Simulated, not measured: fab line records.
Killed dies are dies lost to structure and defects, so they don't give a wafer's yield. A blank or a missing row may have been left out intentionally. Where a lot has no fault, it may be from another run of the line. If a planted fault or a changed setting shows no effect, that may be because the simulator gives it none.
What tool caused it? ; flow n5_finfet ; 13 lots with 39 wafers sampled at 4 steps, on a route of 1938 steps

## WHAT THE GAUGES SHOWED, per wafer
N5_BEOL_M11_THK_MEAS_01. Usual: M11_ILD_THK gives 267.8 nm (standard deviation 2.9).
lot;measured;on;M11_ILD_THK (nm);flag
L448;day 12 06:18;film_metro-01;269.4 271.7 269.9;
L450;day 12 20:22;film_metro-02;266.7 273.6 269.3;
L452;day 13 15:20;film_metro-02;263.4 263.1 270.4;
L453;day 14 02:14;film_metro-01;265.6 269.4 267.5;
L463;day 17 19:10;film_metro-02;262.9 268.2 267.6;
L468;day 18 22:44;film_metro-01;267.9 269.4 266.6;
L470;day 19 01:43;film_metro-01;267.6 268.5 273.1;
L464;day 19 03:26;film_metro-01;267.6 267.0 265.3;
L465;day 19 12:53;film_metro-02;264.0 264.5 267.1;
L467;day 19 21:59;film_metro-02;267.2 268.2 272.3;
L462;day 19 22:49;film_metro-01;265.7 270.7 271.7;
L466;day 20 09:34;film_metro-01;264.8 265.5 268.1;
L469;day 20 10:18;film_metro-01;266.4 266.5 266.6;

N5_BEOL_M11_CD_MEAS_11: target cd 64.1 nm. Usual: 63.9 nm for cd_nm, sd 0.44.
lot;measured;on;cd_nm (nm);flag
L448;day 12 07:48;cd_sem-03;64.0 63.9 64.2;
L450;day 12 22:08;cd_sem-02;64.0 64.2 63.8;
L452;day 13 16:01;cd_sem-02;63.9 63.4 63.6;
L453;day 14 02:58;cd_sem-03;64.0 64.0 63.9;
L463;day 17 21:49;cd_sem-02;64.1 63.9 64.1;
L468;day 19 00:47;cd_sem-01;64.1 63.6 64.3;
L470;day 19 02:43;cd_sem-01;63.5 63.8 64.0;
L464;day 19 05:35;cd_sem-01;64.6 64.1 64.1;
L465;day 19 13:59;cd_sem-02;63.7 64.3 64.0;
L467;day 20 00:02;cd_sem-03;63.8 64.4 64.0;
L462;day 20 00:22;cd_sem-02;63.2 64.0 63.2;
L466;day 20 10:50;cd_sem-03;63.2 63.5 63.3;
L469;day 20 11:05;cd_sem-01;64.2 63.8 63.6;

## WHICH TOOL RAN EACH LOT (tool, then ch and the chambers of the sampled wafers, then the start)
lot;N5_BEOL_M10_PRE_CLEAN_45;N5_BEOL_M11_COAT_05
L448;pvd_sputter-02, day 12 04:08;litho_track-03 ch 0, day 12 07:26
L450;pvd_sputter-01, day 12 17:26;litho_track-03 ch 0, day 12 21:54
L452;pvd_sputter-01, day 13 13:05;litho_track-03 ch 0, day 13 15:46
L453;pvd_sputter-01, day 14 00:02;litho_track-03 ch 0, day 14 02:36
L463;pvd_sputter-02, day 17 15:32;litho_track-05 ch 0, day 17 21:28
L468;pvd_sputter-02, day 18 20:18;litho_track-01 ch 0, day 19 00:32
L470;pvd_sputter-03, day 18 21:13;litho_track-05 ch 0, day 19 02:21
L464;pvd_sputter-01, day 19 01:10;litho_track-01 ch 0, day 19 05:13
L465;pvd_sputter-03, day 19 09:42;litho_track-01 ch 0, day 19 13:37
L467;pvd_sputter-03, day 19 19:42;litho_track-05 ch 0, day 19 23:41
L462;pvd_sputter-02, day 19 20:16;litho_track-01 ch 0, day 20 00:07
L466;pvd_sputter-03, day 20 06:36;litho_track-05 ch 0, day 20 10:33
L469;pvd_sputter-02, day 20 08:06;litho_track-03 ch 0, day 20 10:43
- N5_BEOL_M10_PRE_CLEAN_45: time 30 s.
- N5_BEOL_M11_COAT_05: resist thk 90 nm.

## WHAT THE TOOLS THEMSELVES READ (means of the sampled wafers that have a number; where no wafer has one, the mark that the record gives instead)
N5_BEOL_M10_PRE_CLEAN_45. Usual: 325 W for heater_power_w, sd 30.
lot;tool;heater_power_w (W);flag
L448;pvd_sputter-02;339;
L450;pvd_sputter-01;302;
L452;pvd_sputter-01;318;
L453;pvd_sputter-01;303;
L463;pvd_sputter-02;324;
L468;pvd_sputter-02;330;
L470;pvd_sputter-03;322;
L464;pvd_sputter-01;303;
L465;pvd_sputter-03;341;
L467;pvd_sputter-03;309;
L462;pvd_sputter-02;317;
L466;pvd_sputter-03;350;
L469;pvd_sputter-02;339;

N5_BEOL_M11_COAT_05. Usual: 1499.9 rpm for spin_speed_rpm, sd 1.1.
lot;tool;spin_speed_rpm (rpm);flag
L448;litho_track-03;1501.0;
L450;litho_track-03;1500.5;
L452;litho_track-03;1318.2;OFF
L453;litho_track-03;1318.8;OFF
L463;litho_track-05;1501.4;
L468;litho_track-01;1498.7;
L470;litho_track-05;1500.1;
L464;litho_track-01;1499.9;
L465;litho_track-01;1500.9;
L467;litho_track-05;1498.8;
L462;litho_track-01;1499.1;
L466;litho_track-05;1502.0;
L469;litho_track-03;1498.6;

## THE ANSWER, worked out from the rows above alone
Rule: take the mean of a lot's wafers that have a number; if it is more than 3 standard deviations from the usual mean, the lot is off. Also off: a lot with no number at a reading for which 4 or more lots have one. Where the step has rows for the other lots, those lots are counted as sound. Order of review: gauges by route order, followed by the tools' own readings, for which a lot's mean as printed above is used. The first step at which some lot is off is used, and at that step the reading that is off furthest; a lot without a number counts as furthest.
Off at N5_BEOL_M11_COAT_05 (spin_speed_rpm): L452, L453.
If a tool, at that step or one of the process steps before it, ran each lot that is off and ran no sound lot following the first of them, it fits. None of those tried fits.

## WHAT THE SIMULATOR HAD INSERTED
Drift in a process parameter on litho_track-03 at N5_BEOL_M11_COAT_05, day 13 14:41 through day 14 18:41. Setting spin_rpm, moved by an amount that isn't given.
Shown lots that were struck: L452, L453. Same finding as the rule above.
